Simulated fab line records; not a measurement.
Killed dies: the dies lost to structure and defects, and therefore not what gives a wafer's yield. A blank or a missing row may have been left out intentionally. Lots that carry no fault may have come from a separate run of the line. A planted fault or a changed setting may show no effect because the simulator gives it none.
Split-lot experiment || flow n5-finfet || 21 wafers read from 7 lots, route of 1938 steps

SPLIT DETAILS
At N5_BEOL_M14_PEB_26 (peb time 90 s), the setting peb-temp-c was moved away from the recipe's 130 C on 8 of the 21 wafers read, by -2.7% to +2.5%. This setting was run at the recipe's value on the other wafers.

FROM THE SPLIT TO THE READING: what the file shows between them, 2 steps
- N5_BEOL_M14_DEVELOP_27: develop time 45 s
- N5_BEOL_M14_HARDBAKE_32: time 120 s

THE READING
cd-nm at N5_BEOL_M14_CD_MEAS_28, given in nm (cd target 284.4 nm). A value of 282.9 nm with a standard deviation of 2.5 nm is what fault-free wafers of this fab line usually give.

{"wafer": "L074.1", "tool, chamber at the split": "litho-track-05, 0", "peb-temp-c as run, C": 131.1, "against the recipe": "+0.8%", "cd-nm, nm": 287.7, "against lot-mates on the recipe": "+1.6"}
{"wafer": "L074.3", "tool, chamber at the split": "litho-track-05, 0", "peb-temp-c as run, C": 130, "against the recipe": "recipe", "cd-nm, nm": 286.1, "against lot-mates on the recipe": "-"}
{"wafer": "L074.5", "tool, chamber at the split": "litho-track-05, 0", "peb-temp-c as run, C": 131.1, "against the recipe": "+0.8%", "cd-nm, nm": 288.1, "against lot-mates on the recipe": "+2.0"}
{"wafer": "L079.1", "tool, chamber at the split": "litho-track-05, 0", "peb-temp-c as run, C": 130, "against the recipe": "recipe", "cd-nm, nm": 279.8, "against lot-mates on the recipe": "-"}
{"wafer": "L079.4", "tool, chamber at the split": "litho-track-05, 0", "peb-temp-c as run, C": 130, "against the recipe": "recipe", "cd-nm, nm": 279.0, "against lot-mates on the recipe": "-"}
{"wafer": "L079.5", "tool, chamber at the split": "litho-track-05, 0", "peb-temp-c as run, C": 130, "against the recipe": "recipe", "cd-nm, nm": 284.4, "against lot-mates on the recipe": "-"}
{"wafer": "L078.3", "tool, chamber at the split": "litho-track-05, 0", "peb-temp-c as run, C": 133.2, "against the recipe": "+2.5%", "cd-nm, nm": 295.4, "against lot-mates on the recipe": "+9.5"}
{"wafer": "L078.4", "tool, chamber at the split": "litho-track-05, 0", "peb-temp-c as run, C": 130, "against the recipe": "recipe", "cd-nm, nm": 284.9, "against lot-mates on the recipe": "-"}
{"wafer": "L078.5", "tool, chamber at the split": "litho-track-05, 0", "peb-temp-c as run, C": 130, "against the recipe": "recipe", "cd-nm, nm": 286.8, "against lot-mates on the recipe": "-"}
{"wafer": "L086.3", "tool, chamber at the split": "litho-track-03, 0", "peb-temp-c as run, C": 130, "against the recipe": "recipe", "cd-nm, nm": 281.8, "against lot-mates on the recipe": "-"}
{"wafer": "L086.4", "tool, chamber at the split": "litho-track-03, 0", "peb-temp-c as run, C": 126.5, "against the recipe": "-2.7%", "cd-nm, nm": 260.3, "against lot-mates on the recipe": -20.1}
{"wafer": "L086.6", "tool, chamber at the split": "litho-track-03, 0", "peb-temp-c as run, C": 130, "against the recipe": "recipe", "cd-nm, nm": 278.9, "against lot-mates on the recipe": "-"}
{"wafer": "L090.1", "tool, chamber at the split": "litho-track-03, 0", "peb-temp-c as run, C": 130, "against the recipe": "recipe", "cd-nm, nm": 283.8, "against lot-mates on the recipe": "-"}
{"wafer": "L090.5", "tool, chamber at the split": "litho-track-03, 0", "peb-temp-c as run, C": 130, "against the recipe": "recipe", "cd-nm, nm": 283.3, "against lot-mates on the recipe": "-"}
{"wafer": "L090.6", "tool, chamber at the split": "litho-track-03, 0", "peb-temp-c as run, C": 126.6, "against the recipe": "-2.6%", "cd-nm, nm": 263.7, "against lot-mates on the recipe": -19.9}
{"wafer": "L091.1", "tool, chamber at the split": "litho-track-05, 0", "peb-temp-c as run, C": 130, "against the recipe": "recipe", "cd-nm, nm": 283.6, "against lot-mates on the recipe": "-"}
{"wafer": "L091.3", "tool, chamber at the split": "litho-track-05, 0", "peb-temp-c as run, C": 127.8, "against the recipe": "-1.7%", "cd-nm, nm": 273.5, "against lot-mates on the recipe": -10.1}
{"wafer": "L091.5", "tool, chamber at the split": "litho-track-05, 0", "peb-temp-c as run, C": 127.8, "against the recipe": "-1.7%", "cd-nm, nm": 273.1, "against lot-mates on the recipe": -10.5}
{"wafer": "L094.1", "tool, chamber at the split": "litho-track-02, 0", "peb-temp-c as run, C": 130, "against the recipe": "recipe", "cd-nm, nm": 282.3, "against lot-mates on the recipe": "-"}
{"wafer": "L094.3", "tool, chamber at the split": "litho-track-02, 0", "peb-temp-c as run, C": 132.6, "against the recipe": "+2.0%", "cd-nm, nm": 294.8, "against lot-mates on the recipe": "+10.8"}
{"wafer": "L094.6", "tool, chamber at the split": "litho-track-02, 0", "peb-temp-c as run, C": 130, "against the recipe": "recipe", "cd-nm, nm": 285.7, "against lot-mates on the recipe": "-"}

FIT RESULTS
A straight line over all 21 wafers: cd-nm changes by +6.57 nm for each +1% of peb-temp-c; r = +0.95; the points scatter about the line by 2.6 nm.
The same after taking each lot's own level away (the mean of its wafers on the recipe; 21 wafers): +5.95 nm for each +1%; r = +0.96; scatter 2.2 nm.
That fit puts the effect of the largest move of peb-temp-c on the reading at 16 nm.
The lots' own levels span 280.35 to 286.10 nm, that is 2.3 times the standard deviation above.
So the slope is not independent of the lot-to-lot level: the two fits are not the same.
Check: for one of the wafers moved furthest among these (-2.7%), held out of the fit, the line's prediction against its lot-mates is -16 nm. It came out at -20.1 nm against them.

ADDITIONAL SPLITS CARRIED BY THESE WAFERS
Other splits were also applied to these wafers ahead of the reading. Each is held against what the fit with the lots' levels taken away leaves over:
{"other split on the same wafers": "N5_BEOL_M12_TRENCH_ETCH_34 time-s", "wafers away from the commonest value": 9, "r with cd-nm (lot level and that fit taken away)": "+0.11"}

THE WHOLE CHAIN: every reading that the file lists as answering this split, in the file's order
{"step": "N5_BEOL_M14_CD_MEAS_28", "what it does": "target cd 284.4 nm", "reading": "cd-nm", "change (the file's fit)": "+6.13 nm for each +1% of the setting", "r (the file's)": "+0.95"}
{"step": "N5_BEOL_M14_DESCUM_33", "what it does": "chemistry O2, time 7.9 s", "reading": "BEOL_M14.cd-nm (the simulator's own value, which no gauge read)", "change (the file's fit)": "+6.21 nm for each +1% of the setting", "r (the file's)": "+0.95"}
{"step": "N5_BEOL_M14_ETCH_67", "what it does": "etches SiARC in CF4, target depth 143 nm, time 238.3 s", "reading": "BEOL_M14.cd-nm (the simulator's own value, which no gauge read)", "change (the file's fit)": "+6.47 nm for each +1% of the setting", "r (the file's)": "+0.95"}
{"step": "N5_BEOL_M14_ETCH_68", "what it does": "etches SOC in N2/H2, time 450 s", "reading": "BEOL_M14.cd-nm (the simulator's own value, which no gauge read)", "change (the file's fit)": "+6.78 nm for each +1% of the setting", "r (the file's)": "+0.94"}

FILE'S OWN FIT
cd-nm changes by +6.13 nm for each +1% of peb-temp-c, r = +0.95.
